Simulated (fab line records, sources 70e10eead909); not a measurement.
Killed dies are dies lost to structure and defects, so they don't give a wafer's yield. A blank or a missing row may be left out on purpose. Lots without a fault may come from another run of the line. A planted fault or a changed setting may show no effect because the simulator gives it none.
fab line records | flow nand_harc
record lots=24 wafers=72 last_day=33
route steps=1302 shown A_CHANNEL_HOLE_D2@582 A_STAIRCASE@651
lots that met no fault: from a run of the same line without faults
start_h: hours from the record's first day to the start of the lot's first wafer shown | wait_h: hours since the lot's step before | " the same as in the row above | L1.1+2: a row that stands for several wafers | - no value, or no start given | * or withheld: withheld | < > ~ a bound
route shown NAME@n: a module of which the file shows steps, and the number in the route of the first | usual: mean/standard deviation of fault-free wafers | same: alike in all rows | chamber/n: place in a boat | sites: the reading at each site | _std_site: their standard deviation | _edge_site: outer sites' mean less inner sites' | radius_mm: how far each site lies from the wafer's centre | mask NAME#n: copy n | behind: the tool/chamber that last shaped the wafer | hold: why the lot was held/for how many hours/how that ended | device: the transistor (n, p or np) that didn't switch | end of line: the same wafers' tests at the end of the route | a step without rows: its recipe alone | killed: dies lost to structure and defects at the first sort, not the wafer's yield | map: a wafer's dies, x killed, . not, _ none there
set.NAME: the setting as run; set.NAME@STEP: as run at that earlier step | model.NAME: the simulator's own value behind a step, which no gauge read
steps of the route over a sample of lots; a table a step, a row a wafer
services: from which hour (start_h, from the record's first day; less than 0 if before it) a tool's chamber was out of use, for how many hours, and why
## steps
# step NHARC_A_CHANNEL_HOLE_D2_CD_MEAS_10
# recipe target_cd_nm=100 landing_energy_ev=500
# usual cd_nm=99.7/0.67
# columns lot.wafer tool chamber start_h wait_h cd_nm
L074.3 cd_sem-02 0 285.55 - 101.0
L074.5 " 0 " " 99.9
L074.6 " 0 " " 101.3
L075.1 cd_sem-02 0 299.47 - 98.9
L075.2 " 0 " " 100.5
L075.5 " 0 " " 99.0
L076.1 cd_sem-03 0 311.27 - 100.5
L076.3 " 0 " " 99.2
L076.6 " 0 " " 99.7
L078.2 cd_sem-01 0 329.14 - 99.7
L078.4 " 0 " " 100.0
L078.5 " 0 " " 99.6
L077.1 cd_sem-02 0 329.17 - 98.8
L077.5 " 0 " " 100.0
L077.6 " 0 " " 99.8
L079.2 cd_sem-02 0 332.79 - 99.1
L079.3 " 0 " " 100.5
L079.5 " 0 " " 100.1
L080.4 cd_sem-03 0 348.95 - 99.4
L080.5 " 0 " " 99.0
L080.6 " 0 " " 99.2
L081.1 cd_sem-01 0 371.89 - 99.0
L081.2 " 0 " " 99.0
L081.3 " 0 " " 99.4
L082.4 cd_sem-02 0 372.05 - 98.7
L082.5 " 0 " " 99.8
L082.6 " 0 " " 99.4
L083.3 cd_sem-03 0 388.82 - 100.2
L083.5 " 0 " " 99.2
L083.6 " 0 " " 100.5
L084.2 cd_sem-01 0 390.56 - 99.5
L084.3 " 0 " " 100.9
L084.6 " 0 " " 98.7
L085.1 cd_sem-03 0 399.70 - 99.0
L085.4 " 0 " " 98.7
L085.6 " 0 " " 99.4
L086.1 cd_sem-03 0 406.48 - 99.0
L086.2 " 0 " " 99.0
L086.6 " 0 " " 100.0
L088.1 cd_sem-01 0 434.53 - 100.0
L088.2 " 0 " " 98.7
L088.4 " 0 " " 100.9
L087.1 cd_sem-03 0 436.11 - 99.3
L087.3 " 0 " " 99.2
L087.4 " 0 " " 99.0
L089.2 cd_sem-03 0 447.91 - 99.5
L089.3 " 0 " " 100.1
L089.6 " 0 " " 98.9
L091.1 cd_sem-03 0 448.98 - 98.9
L091.4 " 0 " " 98.9
L091.6 " 0 " " 99.8
L090.3 cd_sem-03 0 449.79 - 98.9
L090.5 " 0 " " 99.1
L090.6 " 0 " " 99.1
L092.2 cd_sem-01 0 469.38 - 99.3
L092.3 " 0 " " 99.5
L092.5 " 0 " " 98.8
L093.1 cd_sem-01 0 478.04 - 99.8
L093.4 " 0 " " 100.1
L093.5 " 0 " " 99.4
L094.1 cd_sem-03 0 489.24 - 99.2
L094.3 " 0 " " 100.0
L094.5 " 0 " " 100.4
L096.1 cd_sem-03 0 502.68 - 100.0
L096.4 " 0 " " 98.4
L096.5 " 0 " " 100.9
L095.2 cd_sem-01 0 503.61 - 100.6
L095.4 " 0 " " 99.5
L095.5 " 0 " " 100.4
L097.2 cd_sem-02 0 527.28 - 99.3
L097.3 " 0 " " 99.5
L097.6 " 0 " " 99.6
# step NHARC_A_CHANNEL_HOLE_D2_INSPECT_12
# usual raw_defect_count=26/22
# columns lot.wafer tool chamber start_h wait_h raw_defect_count
L074.3 defect_inspect-02 - 285.67 0.0 8
L074.5 " - " " 3
L074.6 " - " " 9
L075.1 defect_inspect-01 - 299.59 0.0 5
L075.2 " - " " 6
L075.5 " - " " 9
L076.1 defect_inspect-01 - 311.39 0.0 52
L076.3 " - " " 70
L076.6 " - " " 68
L078.2 defect_inspect-02 - 329.27 0.0 63
L078.4 " - " " 62
L078.5 " - " " 43
L077.1 defect_inspect-01 - 329.29 0.0 6
L077.5 " - " " 8
L077.6 " - " " 5
L079.2 defect_inspect-02 - 332.91 0.0 10
L079.3 " - " " 10
L079.5 " - " " 9
L080.4 defect_inspect-02 - 349.07 0.0 8
L080.5 " - " " 11
L080.6 " - " " 14
L081.1 defect_inspect-01 - 372.01 0.0 7
L081.2 " - " " 6
L081.3 " - " " 13
L082.4 defect_inspect-01 - 372.17 0.0 64
L082.5 " - " " 56
L082.6 " - " " 44
L083.3 defect_inspect-02 - 388.94 0.0 57
L083.5 " - " " 65
L083.6 " - " " 52
L084.2 defect_inspect-01 - 390.68 0.0 6
L084.3 " - " " 9
L084.6 " - " " 15
L085.1 defect_inspect-01 - 399.82 0.0 12
L085.4 " - " " 15
L085.6 " - " " 10
L086.1 defect_inspect-02 - 406.61 0.0 8
L086.2 " - " " 6
L086.6 " - " " 6
L088.1 defect_inspect-01 - 434.66 0.0 54
L088.2 " - " " 74
L088.4 " - " " 61
L087.1 defect_inspect-01 - 436.24 0.0 17
L087.3 " - " " 9
L087.4 " - " " 7
L089.2 defect_inspect-02 - 448.03 0.0 58
L089.3 " - " " 49
L089.6 " - " " 62
L091.1 defect_inspect-01 - 449.11 0.0 52
L091.4 " - " " 51
L091.6 " - " " 48
L090.3 defect_inspect-02 - 449.92 0.0 15
L090.5 " - " " 14
L090.6 " - " " 15
L092.2 defect_inspect-01 - 469.50 0.0 14
L092.3 " - " " 17
L092.5 " - " " 24
L093.1 defect_inspect-01 - 478.16 0.0 44
L093.4 " - " " 39
L093.5 " - " " 56
L094.1 defect_inspect-01 - 489.37 0.0 18
L094.3 " - " " 17
L094.5 " - " " 27
L096.1 defect_inspect-01 - 502.81 0.0 24
L096.4 " - " " 24
L096.5 " - " " 18
L095.2 defect_inspect-01 - 503.74 0.0 5
L095.4 " - " " 4
L095.5 " - " " 5
L097.2 defect_inspect-02 - 527.41 0.0 2
L097.3 " - " " 6
L097.6 " - " " 5
# step NHARC_A_CHANNEL_HOLE_D2_ETCH_38
# recipe target_depth_a=390 over_etch_frac=0.3 time_s=65 ion_energy_ev=80 cf4_flow_sccm=150 ar_flow_sccm=0 rf_w=300 bias_w=100 chemistry=CF4
# usual drypump_motor_current_A=5.6/0.45 oes_product_au=0.997/0.014 rf_vpp_V=151.4/1.3 showerhead_plenum_p_Torr=1.78/0.071 throttle_valve_pct=13.283/0.0088
# columns lot.wafer tool chamber start_h wait_h drypump_motor_current_A oes_product_au rf_hours_counter_h rf_vpp_V showerhead_plenum_p_Torr throttle_valve_pct
L074.3 rie_diel-03 0 285.82 0.1 6.1 0.999 8 152.8 1.81 13.275
L074.5 " 2 " " 5.0 0.993 - 149.6 1.72 13.282
L074.6 " 3 " " 5.9 0.983 - 150.9 1.74 13.291
L075.1 rie_diel-04 0 299.74 0.1 5.4 1.011 7 149.4 1.70 13.265
L075.2 " 2 " " 5.8 0.990 5 152.6 1.88 13.286
L075.5 " 0 " " 5.4 1.014 - 148.8 1.70 13.293
L076.1 rie_diel-03 3 311.54 0.1 5.9 0.984 1 151.5 1.74 13.280
L076.3 " 1 " " 5.1 1.006 1 152.1 1.87 13.284
L076.6 " 2 " " 5.1 0.985 - 150.0 1.72 13.289
L078.2 rie_diel-03 2 329.41 0.1 5.0 0.980 2 150.0 1.72 13.285
L078.4 " 1 " " 5.1 1.001 1 152.3 1.87 13.284
L078.5 " 2 " " 5.0 0.974 - 150.2 1.72 13.280
L077.1 rie_diel-04 2 329.45 0.1 5.8 1.000 8 152.8 1.88 13.279
L077.5 " 1 " " 5.0 1.012 - 150.5 1.78 13.285
L077.6 " 2 " " 5.8 1.010 - 152.0 1.88 13.280
L079.3 rie_diel-01 2 333.07 0.1 5.7 1.006 9 152.6 1.87 13.284
L079.2 " 0 " " 6.4 0.988 9 150.6 1.69 13.291
L079.5 " 2 " " 5.7 1.003 - 152.3 1.87 13.284
L080.4 rie_diel-01 2 349.22 0.1 5.7 1.019 11 153.2 1.87 13.274
L080.5 " 1 " " 6.0 0.984 - 152.4 1.84 13.293
L080.6 " 2 " " 5.7 1.005 - 153.2 1.87 13.273
L081.1 rie_diel-04 1 372.16 0.1 5.0 0.993 0 152.2 1.78 13.274
L081.2 " 2 " " 5.8 0.993 0 152.5 1.88 13.274
L081.3 " 0 " " 5.4 1.025 0 149.4 1.70 13.293
L082.4 rie_diel-01 0 372.31 0.1 6.4 0.983 12 148.6 1.69 13.295
L082.5 " 0 " " 6.4 0.984 - 150.5 1.69 13.263
L082.6 " 1 " " 6.0 0.996 - 152.1 1.84 13.274
L083.3 rie_diel-03 0 389.12 0.1 6.1 0.997 4 152.5 1.81 13.278
L083.6 " 1 " " 5.1 0.986 - 151.4 1.87 13.274
L083.5 " 2 " " 5.1 0.995 - 151.7 1.72 13.277
L084.3 rie_diel-03 0 390.82 0.1 6.1 1.001 4 152.1 1.81 13.268
L084.2 " 1 " " 5.1 0.995 3 153.9 1.87 13.274
L084.6 " 1 " " 5.1 0.998 - 152.5 1.87 13.277
L085.4 rie_diel-03 0 399.97 0.1 6.1 0.991 5 151.7 1.81 13.278
L085.1 " 3 " " 5.9 0.983 6 150.9 1.74 13.261
L085.6 " 0 " " 6.1 0.994 - 151.1 1.81 13.284
L086.2 rie_diel-03 0 406.76 0.1 6.1 0.988 6 150.8 1.81 13.284
L086.1 " 1 " " 5.1 0.991 5 151.1 1.87 13.286
L086.6 " 2 " " 5.1 0.985 - 148.8 1.72 13.282
L088.2 rie_diel-01 0 434.81 0.1 6.4 0.981 1 150.8 1.69 13.297
L088.4 " 1 " " 6.0 0.985 1 153.3 1.84 13.277
L088.1 " 2 " " 5.7 0.996 1 153.1 1.87 13.290
L087.4 rie_diel-04 2 436.38 0.1 5.8 0.986 3 153.9 1.88 13.287
L087.1 " 3 " " 5.3 0.994 4 149.5 1.66 13.293
L087.3 " 1 " " 5.0 0.993 4 151.3 1.78 13.296
L089.2 rie_diel-01 2 448.19 0.1 5.7 1.008 3 152.3 1.87 13.273
L089.3 " 3 " " 5.8 1.025 3 151.6 1.75 13.266
L089.6 " 0 " " 6.4 0.997 - 149.5 1.69 13.284
L091.4 rie_diel-04 1 449.25 0.1 5.0 0.998 6 152.3 1.78 13.286
L091.1 " 2 " " 5.8 0.990 4 154.3 1.88 13.283
L091.6 " 2 " " 5.8 0.985 - 153.1 1.88 13.271
L090.3 rie_diel-03 3 450.06 0.1 5.9 0.977 8 150.6 1.74 13.285
L090.6 " 3 " " 5.9 0.971 - 150.0 1.74 13.255
L090.5 " 0 " " 6.2 0.990 - 151.5 1.81 13.271
L092.3 rie_diel-01 2 469.65 0.1 5.7 1.005 4 152.8 1.87 13.292
L092.2 " 1 " " 6.0 0.981 3 153.2 1.84 13.293
L092.5 " 2 " " 5.7 1.004 - 153.6 1.87 13.286
L093.4 rie_diel-03 1 478.31 0.1 5.1 1.012 0 153.2 1.87 13.301
L093.1 " 2 " " 5.0 1.004 0 150.9 1.72 13.280
L093.5 " 0 " " 6.2 1.022 - 151.0 1.81 13.289
L094.3 rie_diel-01 1 489.52 0.1 6.0 0.983 4 152.2 1.84 13.276
L094.1 " 3 " " 5.8 1.027 4 149.6 1.75 13.270
L094.5 " 2 " " 5.7 1.005 - 153.3 1.87 13.276
L096.4 rie_diel-04 3 502.96 0.1 5.3 1.002 10 149.4 1.66 13.278
L096.1 " 1 " " 5.0 0.984 9 151.8 1.78 13.279
L096.5 " 3 " " 5.2 1.004 - 149.7 1.66 13.273
L095.2 rie_diel-01 2 503.88 0.1 5.7 1.006 6 152.7 1.87 13.289
L095.4 " 1 " " 6.0 0.994 5 151.6 1.84 13.285
L095.5 " 3 " " 5.9 1.038 - 152.1 1.75 13.282
L097.3 rie_diel-03 3 527.55 0.1 5.9 0.998 2 151.0 1.74 13.292
L097.2 " 2 " " 5.1 0.995 2 152.0 1.72 13.273
L097.6 " 3 " " 5.9 1.005 - 150.8 1.74 13.288
# step NHARC_A_CHANNEL_HOLE_D2_ETCH_19
# recipe bias_v=1200 source_w=2500 pressure_mtorr=15 time_s=34.5 ar_flow_sccm=375 c4f8_flow_sccm=28.8 o2_flow_sccm=96.2 temp_c=-20 target_depth_a=* chemistry=C4F8/O2/Ar
# usual drypump_motor_current_A=5.42/0.18 showerhead_plenum_p_Torr=3.70/0.11 throttle_valve_pct=37.037/0.0099
# columns lot.wafer tool chamber start_h wait_h drypump_motor_current_A rf_hours_counter_h showerhead_plenum_p_Torr throttle_valve_pct
L074.3 har_etch-02 0 287.32 0.5 5.27 - 3.61 37.058
L074.5 " 0 " " 5.26 - 3.61 37.026
L074.6 " 1 " " 5.28 - 3.78 37.026
L075.1 har_etch-02 0 300.85 0.1 5.23 369 3.60 37.045
L075.2 " 1 " " 5.25 354 3.78 37.049
L075.5 " 1 " " 5.26 - 3.78 37.042
L076.1 har_etch-02 0 312.65 0.1 5.26 373 3.60 37.020
L076.3 " 0 " " 5.25 - 3.60 37.037
L076.6 " 0 " " 5.24 - 3.60 37.047
L078.2 har_etch-02 1 331.34 0.9 5.26 370 3.77 37.026
L078.4 " 1 " " 5.25 - 3.77 37.033
L078.5 " 1 " " 5.25 - 3.77 37.041
L077.1 har_etch-01 0 332.19 1.7 5.71 172 3.73 37.025
L077.6 " 1 " " 5.43 - 3.64 37.038
L077.5 " 0 " " 5.68 - 3.73 37.045
L079.2 har_etch-01 1 336.35 2.1 5.39 176 3.64 37.036
L079.3 " 0 " " 5.70 - 3.73 37.045
L079.5 " 0 " " 5.69 - 3.73 37.018
L080.4 har_etch-02 0 352.29 2.0 5.31 - 3.59 37.057
L080.5 " 1 " " 5.25 - 3.76 37.034
L080.6 " 0 " " 5.28 - 3.59 37.037
L081.2 har_etch-01 1 375.21 2.0 5.42 195 3.63 37.038
L081.1 " 0 " " 5.70 195 3.72 37.038
L081.3 " 1 " " 5.42 - 3.63 37.048
L082.4 har_etch-02 0 375.43 2.1 5.22 - 3.58 37.051
L082.5 " 1 " " 5.28 - 3.75 37.024
L082.6 " 0 " " 5.25 - 3.58 37.042
L083.3 har_etch-01 0 394.07 3.9 5.67 - 3.71 37.025
L083.6 " 1 " " 5.44 - 3.62 37.016
L083.5 " 0 " " 5.68 - 3.71 37.032
L084.2 har_etch-01 0 398.17 6.3 5.71 210 3.71 37.046
L084.3 " 0 " " 5.72 - 3.71 37.045
L084.6 " 1 " " 5.41 - 3.62 37.040
L085.1 har_etch-02 1 404.53 3.5 5.26 8 3.75 37.052
L085.4 " 1 " " 5.25 - 3.75 37.048
L085.6 " 0 " " 5.29 - 3.98 37.023
L086.1 har_etch-01 1 410.32 2.5 5.39 222 3.61 37.028
L086.2 " 0 " " 5.73 222 3.70 37.050
L086.6 " 1 " " 5.43 - 3.61 37.057
L088.2 har_etch-01 0 435.90 0.1 5.69 229 3.70 37.043
L088.1 " 1 " " 5.44 229 3.61 37.035
L088.4 " 0 " " 5.71 - 3.70 37.025
L087.1 har_etch-02 0 437.47 0.1 5.25 26 3.97 37.029
L087.4 " 0 " " 5.28 - 3.97 37.033
L087.3 " 1 " " 5.26 - 3.74 37.044
L089.2 har_etch-01 1 449.26 0.1 5.38 241 3.60 37.041
L089.3 " 0 " " 5.68 - 3.69 37.023
L089.6 " 1 " " 5.39 - 3.60 37.013
L091.1 har_etch-02 0 450.34 0.1 5.27 38 3.96 37.047
L091.4 " 1 " " 5.27 - 3.73 37.035
L091.6 " 0 " " 5.27 - 3.96 37.039
L090.3 har_etch-01 1 453.47 2.4 5.41 - 3.60 37.041
L090.5 " 1 " " 5.38 - 3.60 37.038
L090.6 " 0 " " 5.71 - 3.69 37.016
L092.2 har_etch-01 1 470.75 0.1 5.42 256 3.60 37.028
L092.3 " 0 " " 5.69 - 3.68 37.046
L092.5 " 1 " " 5.41 - 3.60 37.033
L093.1 har_etch-02 1 479.43 0.1 5.27 53 3.72 37.034
L093.4 " 0 " " 5.30 - 3.95 37.050
L093.5 " 1 " " 5.25 - 3.72 37.042
L094.1 har_etch-01 0 490.63 0.1 5.73 264 3.68 37.051
L094.3 " 0 " " 5.74 - 3.68 37.041
L094.5 " 1 " " 5.40 - 3.59 37.049
L096.1 har_etch-01 1 504.07 0.1 5.39 272 3.59 37.029
L096.4 " 1 " " 5.42 - 3.59 37.035
L096.5 " 0 " " 5.71 - 3.67 37.017
L095.2 har_etch-02 0 504.99 0.1 5.31 68 3.94 37.042
L095.4 " 1 " " 5.27 - 3.71 37.020
L095.5 " 1 " " 5.25 - 3.71 37.025
L097.2 har_etch-01 1 529.20 0.6 5.45 287 3.58 37.041
L097.3 " 0 " " 5.72 - 3.67 37.049
L097.6 " 1 " " 5.41 - 3.58 37.027
# step NHARC_A_STAIRCASE_ETCH_169
# recipe target_depth_a=500 time_s=107.1 ion_energy_ev=120 ch3f_flow_sccm=50 o2_flow_sccm=30 ar_flow_sccm=200 rf_w=500 bias_w=100 chemistry=CH3F/O2
# usual drypump_motor_current_A=5.7/0.36 oes_product_au=0.964/0.016 rf_vpp_V=244.1/1.7 showerhead_plenum_p_Torr=2.45/0.094 throttle_valve_pct=20.664/0.0092
# columns lot.wafer tool chamber start_h wait_h drypump_motor_current_A oes_product_au rf_hours_counter_h rf_vpp_V showerhead_plenum_p_Torr throttle_valve_pct
L074.3 rie_diel-09 1 343.24 0.2 6.2 0.943 3 245.8 2.54 20.664
L074.5 " 3 " " 5.9 0.954 - 243.4 2.34 20.647
L074.6 " 0 " " 5.2 0.948 - 244.7 2.44 20.681
L075.2 rie_diel-02 2 358.44 0.1 5.7 0.983 44 242.6 2.32 20.663
L075.1 " 3 " " 5.2 0.977 45 243.3 2.32 20.673
L075.5 " 1 " " 6.0 0.976 - 244.2 2.49 20.673
L076.1 rie_diel-12 2 367.78 0.1 6.0 0.981 35 247.1 2.65 20.673
L076.3 " 1 " " 5.5 0.953 31 242.1 2.35 20.659
L076.6 " 2 " " 6.0 0.974 - 247.6 2.65 20.663
L078.2 rie_diel-09 2 387.92 0.1 5.7 0.974 19 246.0 2.55 20.666
L078.4 " 3 " " 5.9 0.957 19 242.4 2.34 20.663
L078.5 " 1 " " 6.2 0.962 - 246.5 2.54 20.673
L077.1 rie_diel-12 0 388.17 0.2 5.6 0.966 38 245.2 2.49 20.659
L077.5 " 1 " " 5.6 0.930 - 241.4 2.34 20.644
L077.6 " 2 " " 6.0 0.923 - 246.8 2.64 20.662
L079.2 rie_diel-09 3 391.76 0.1 5.9 0.946 20 244.1 2.34 20.654
L079.3 " 0 " " 5.2 0.960 19 243.3 2.44 20.660
L079.5 " 2 " " 5.7 0.955 - 245.2 2.55 20.646
L080.4 rie_diel-12 0 409.06 0.1 5.6 0.977 45 244.0 2.49 20.666
L080.5 " 1 " " 5.6 0.960 - 242.8 2.34 20.671
L080.6 " 2 " " 6.0 0.952 - 249.0 2.64 20.665
L081.3 rie_diel-09 0 429.97 0.1 5.2 0.946 32 242.3 2.43 20.667
L081.2 " 2 " " 5.7 0.942 37 248.0 2.55 20.667
L081.1 " 3 " " 5.8 0.936 35 243.6 2.33 20.662
L082.6 rie_diel-02 3 430.19 0.1 5.2 0.953 - 242.2 2.32 20.664
L082.5 " 1 " " 6.0 0.950 - 245.2 2.48 20.660
L082.4 " 2 " " 5.6 0.942 - 241.8 2.32 20.661
L083.3 rie_diel-09 0 450.12 0.1 5.2 0.980 39 243.6 2.43 20.665
L083.6 " 2 " " 5.7 0.976 - 242.4 2.55 20.669
L083.5 " 3 " " 5.9 0.957 - 241.5 2.33 20.667
L084.3 rie_diel-09 3 450.28 0.1 5.9 0.971 40 242.8 2.33 20.660
L084.2 " 1 " " 6.2 0.946 34 246.1 2.53 20.661
L084.6 " 2 " " 5.7 0.972 - 244.9 2.54 20.669
L085.1 rie_diel-02 2 459.73 0.1 5.7 0.963 16 241.1 2.31 20.654
L085.4 " 0 " " 6.1 0.990 15 243.9 2.44 20.673
L085.6 " 2 " " 5.7 0.968 - 242.2 2.31 20.684
L086.1 rie_diel-09 3 468.46 2.9 5.9 0.956 48 241.5 2.33 20.656
L086.2 " 1 " " 6.2 0.954 41 246.3 2.52 20.650
L086.6 " 0 " " 5.2 0.961 - 243.0 2.42 20.661
L088.1 rie_diel-09 3 490.91 0.1 5.9 0.991 56 241.4 2.32 20.660
L088.4 " 0 " " 5.2 0.956 56 242.9 2.42 20.666
L088.2 " 1 " " 6.2 0.967 48 245.3 2.52 20.666
L087.4 rie_diel-09 3 494.47 0.1 5.9 0.972 56 243.3 2.32 20.662
L087.1 " 0 " " 5.2 0.943 56 244.8 2.42 20.666
L087.3 " 1 " " 6.2 0.977 48 245.4 2.52 20.663
L089.3 rie_diel-02 1 504.13 0.1 6.0 0.988 34 244.8 2.47 20.670
L089.2 " 3 " " 5.2 0.953 30 240.9 2.31 20.670
L089.6 " 0 " " 6.1 0.968 - 244.1 2.44 20.660
L091.4 rie_diel-02 0 504.44 0.1 6.1 0.959 28 244.2 2.44 20.679
L091.1 " 3 " " 5.2 0.980 30 243.5 2.31 20.652
L091.6 " 1 " " 6.0 0.982 - 246.2 2.47 20.652
L090.3 rie_diel-12 1 516.75 0.1 5.6 0.968 23 241.1 2.32 20.663
L090.5 " 3 " " 5.1 0.989 - 245.0 2.46 20.663
L090.6 " 0 " " 5.6 0.969 - 244.9 2.47 20.663
L092.2 rie_diel-12 0 525.64 0.1 5.6 0.984 26 243.0 2.47 20.651
L092.3 " 1 " " 5.5 0.964 25 242.7 2.32 20.655
L092.5 " 0 " " 5.6 0.974 - 245.2 2.47 20.649
L093.1 rie_diel-12 3 535.73 0.1 5.1 0.949 31 245.2 2.46 20.651
L093.4 " 2 " " 6.0 0.941 32 247.5 2.62 20.663
L093.5 " 3 " " 5.1 0.950 - 243.8 2.46 20.645
L094.1 rie_diel-09 0 547.78 0.1 5.2 0.969 15 244.5 2.41 20.673
L094.3 " 2 " " 5.6 0.984 13 246.7 2.53 20.650
L094.5 " 0 " " 5.2 0.956 - 243.1 2.41 20.657
L095.4 rie_diel-12 0 560.50 0.1 5.6 0.973 39 243.4 2.47 20.691
L095.2 " 1 " " 5.6 0.990 36 242.1 2.32 20.676
L095.5 " 1 " " 5.6 0.987 - 241.1 2.32 20.662
L096.4 rie_diel-09 1 560.66 0.1 6.2 0.964 16 245.2 2.51 20.660
L096.1 " 2 " " 5.7 0.975 15 245.0 2.53 20.660
L096.5 " 1 " " 6.2 0.968 - 244.3 2.51 20.666
L097.2 rie_diel-09 0 586.12 0.1 5.2 0.953 25 244.2 2.41 20.672
L097.3 " 1 " " 6.2 0.958 22 243.2 2.51 20.678
L097.6 " 1 " " 6.2 0.965 - 244.8 2.51 20.657
# step NHARC_A_STAIRCASE_DESCUM_186
# recipe time_s=3 o2_flow_sccm=200 ar_flow_sccm=0 bias_power_w=0 chemistry=O2
# usual drypump_motor_current_A=5.7/0.34 oes_product_au=1.003/0.012 rf_vpp_V=57.9/0.96 showerhead_plenum_p_Torr=1.91/0.079 throttle_valve_pct=11.311/0.0085
# columns lot.wafer tool chamber start_h wait_h drypump_motor_current_A oes_product_au rf_hours_counter_h rf_vpp_V showerhead_plenum_p_Torr throttle_valve_pct
L074.3 rie_diel-09 2 348.54 - 5.7 1.021 4 58.8 2.00 11.299
L074.5 " 1 " " 6.2 0.991 - 58.8 1.98 11.302
L074.6 " 2 " " 5.7 1.024 - 59.5 2.00 11.303
L075.1 rie_diel-09 0 363.64 - 5.2 0.989 10 57.8 1.90 11.293
L075.2 " 2 " " 5.7 1.006 9 57.1 1.99 11.314
L075.5 " 3 " " 5.9 0.991 - 58.4 1.82 11.294
L076.3 rie_diel-02 2 373.84 - 5.7 1.006 47 57.6 1.80 11.311
L076.1 " 0 " " 6.1 0.993 52 57.3 1.91 11.316
L076.6 " 2 " " 5.7 1.009 - 57.4 1.80 11.310
L078.4 rie_diel-09 3 393.42 - 5.8 0.999 20 58.1 1.82 11.321
L078.2 " 0 " " 5.2 1.009 20 56.9 1.89 11.300
L078.5 " 3 " " 5.8 0.996 - 58.1 1.82 11.303
L077.1 rie_diel-09 0 393.86 - 5.3 0.992 20 59.3 1.89 11.305
L077.6 " 0 " " 5.3 0.995 - 58.1 1.89 11.310
L077.5 " 1 " " 6.2 1.008 - 57.7 1.97 11.306
L079.3 rie_diel-12 2 397.17 - 6.0 0.979 47 59.9 2.06 11.310
L079.2 " 0 " " 5.6 0.986 41 59.7 1.94 11.314
L079.5 " 3 " " 5.1 1.007 - 57.7 1.93 11.304
L080.4 rie_diel-09 2 414.49 - 5.7 1.024 33 59.0 1.99 11.314
L080.5 " 1 " " 6.2 0.999 - 58.1 1.97 11.324
L080.6 " 2 " " 5.7 1.008 - 58.7 1.99 11.308
L081.3 rie_diel-09 2 435.41 - 5.7 1.027 38 57.5 1.98 11.319
L081.2 " 3 " " 5.9 0.999 35 57.1 1.81 11.298
L081.1 " 0 " " 5.2 1.008 33 58.6 1.89 11.321
L082.4 rie_diel-09 3 436.60 - 5.9 1.000 35 57.9 1.81 11.296
L082.5 " 1 " " 6.2 0.995 - 58.7 1.97 11.304
L082.6 " 2 " " 5.7 1.015 - 58.1 1.98 11.311
L084.3 rie_diel-12 0 456.91 - 5.6 1.008 0 57.5 1.93 11.307
L084.2 " 3 " " 5.1 1.010 0 58.5 1.92 11.320
L084.6 " 1 " " 5.5 0.997 - 57.9 1.81 11.313
L083.3 rie_diel-09 3 457.06 - 5.9 1.013 42 58.9 1.81 11.308
L083.6 " 3 " " 5.9 1.004 - 57.1 1.81 11.296
L083.5 " 0 " " 5.2 1.006 - 59.0 1.89 11.328
L085.4 rie_diel-12 3 465.19 - 5.1 1.014 4 58.5 1.92 11.307
L085.1 " 0 " " 5.6 1.013 3 57.8 1.93 11.311
L085.6 " 2 " " 6.0 0.992 - 58.8 2.05 11.313
L086.2 rie_diel-12 2 473.99 - 6.0 0.984 10 58.3 2.05 11.315
L086.1 " 1 " " 5.5 0.988 9 56.1 1.81 11.313
L086.6 " 3 " " 5.1 1.013 - 58.1 1.92 11.315
L088.2 rie_diel-09 2 496.62 - 5.7 1.012 55 56.7 1.98 11.299
L088.4 " 3 " " 5.9 1.017 56 57.3 1.81 11.318
L088.1 " 1 " " 6.2 1.005 48 58.5 1.96 11.310
L087.4 rie_diel-12 0 500.21 - 5.6 1.001 14 58.1 1.93 11.310
L087.1 " 2 " " 6.0 0.989 17 60.3 2.05 11.319
L087.3 " 3 " " 5.1 1.012 15 58.3 1.92 11.320
L091.4 rie_diel-12 1 510.89 - 5.5 0.993 21 57.7 1.81 11.322
L091.1 " 2 " " 6.0 0.984 24 57.6 2.05 11.297
L091.6 " 0 " " 5.6 1.010 - 59.0 1.92 11.306
L089.3 rie_diel-02 3 512.29 - 5.2 0.991 35 56.6 1.79 11.325
L089.2 " 0 " " 6.1 0.989 33 57.8 1.90 11.319
L089.6 " 0 " " 6.1 0.984 - 58.7 1.90 11.307
L090.3 rie_diel-09 1 522.39 - 6.2 1.032 4 57.2 1.96 11.305
L090.5 " 1 " " 6.2 1.026 - 58.4 1.96 11.312
L090.6 " 2 " " 5.7 1.004 - 59.2 1.98 11.311
L092.3 rie_diel-02 3 533.99 - 5.3 1.014 44 56.2 1.79 11.317
L092.2 " 0 " " 6.1 0.983 42 56.6 1.89 11.313
L092.5 " 1 " " 6.0 1.002 - 55.7 1.92 11.307
L093.4 rie_diel-09 0 541.20 - 5.3 1.004 14 56.9 1.88 11.322
L093.1 " 2 " " 5.7 1.000 12 58.0 1.97 11.324
L093.5 " 0 " " 5.2 0.999 - 58.0 1.88 11.302
L094.3 rie_diel-12 3 553.23 - 5.1 1.001 38 58.7 1.91 11.308
L094.1 " 0 " " 5.6 1.002 37 58.9 1.92 11.329
L094.5 " 2 " " 6.0 0.988 - 60.7 2.04 11.319
L095.2 rie_diel-09 1 566.30 - 6.1 1.010 18 57.1 1.96 11.308
L095.4 " 0 " " 5.2 1.000 22 55.7 1.88 11.313
L095.5 " 2 " " 5.7 0.999 - 59.4 1.97 11.304
L096.1 rie_diel-02 1 566.61 - 6.0 0.994 57 58.2 1.92 11.315
L096.4 " 3 " " 5.2 1.027 55 57.0 1.78 11.307
L096.5 " 2 " " 5.7 0.994 - 57.1 1.79 11.309
L097.3 rie_diel-02 3 592.04 - 5.3 1.017 2 56.9 1.78 11.308
L097.2 " 0 " " 6.1 0.992 2 56.5 1.89 11.318
L097.6 " 1 " " 6.0 1.014 - 58.8 1.92 11.322
## services
# columns tool chamber start_h hours kind
rie_diel-12 0 268.99 3.2 repair
rie_diel-12 - 269.15 9.0 pm
rie_diel-02 2 270.03 1.9 repair
rie_diel-03 - 288.12 9.0 pm
rie_diel-12 1 298.71 3.9 repair
rie_diel-12 - 317.28 0.4 repair
rie_diel-09 - 322.27 9.0 pm
rie_diel-03 1 331.50 14.4 repair
rie_diel-02 1 352.67 2.9 repair
rie_diel-09 1 362.60 6.4 repair
har_etch-02 - 379.55 17.0 pm
rie_diel-09 - 382.34 0.5 repair
rie_diel-03 - 391.97 0.4 repair
rie_diel-09 1 402.16 8.5 repair
rie_diel-03 2 411.33 8.8 repair
rie_diel-03 0 414.26 4.5 repair
rie_diel-03 0 419.33 10.2 repair
rie_diel-12 1 434.40 1.4 repair
rie_diel-12 - 446.70 9.0 pm
rie_diel-09 - 492.81 0.4 repair
rie_diel-09 - 499.27 9.0 pm
rie_diel-09 3 516.98 9.6 repair
har_etch-02 - 540.37 7.6 repair
rie_diel-09 - 569.71 7.4 repair
## key
fault none
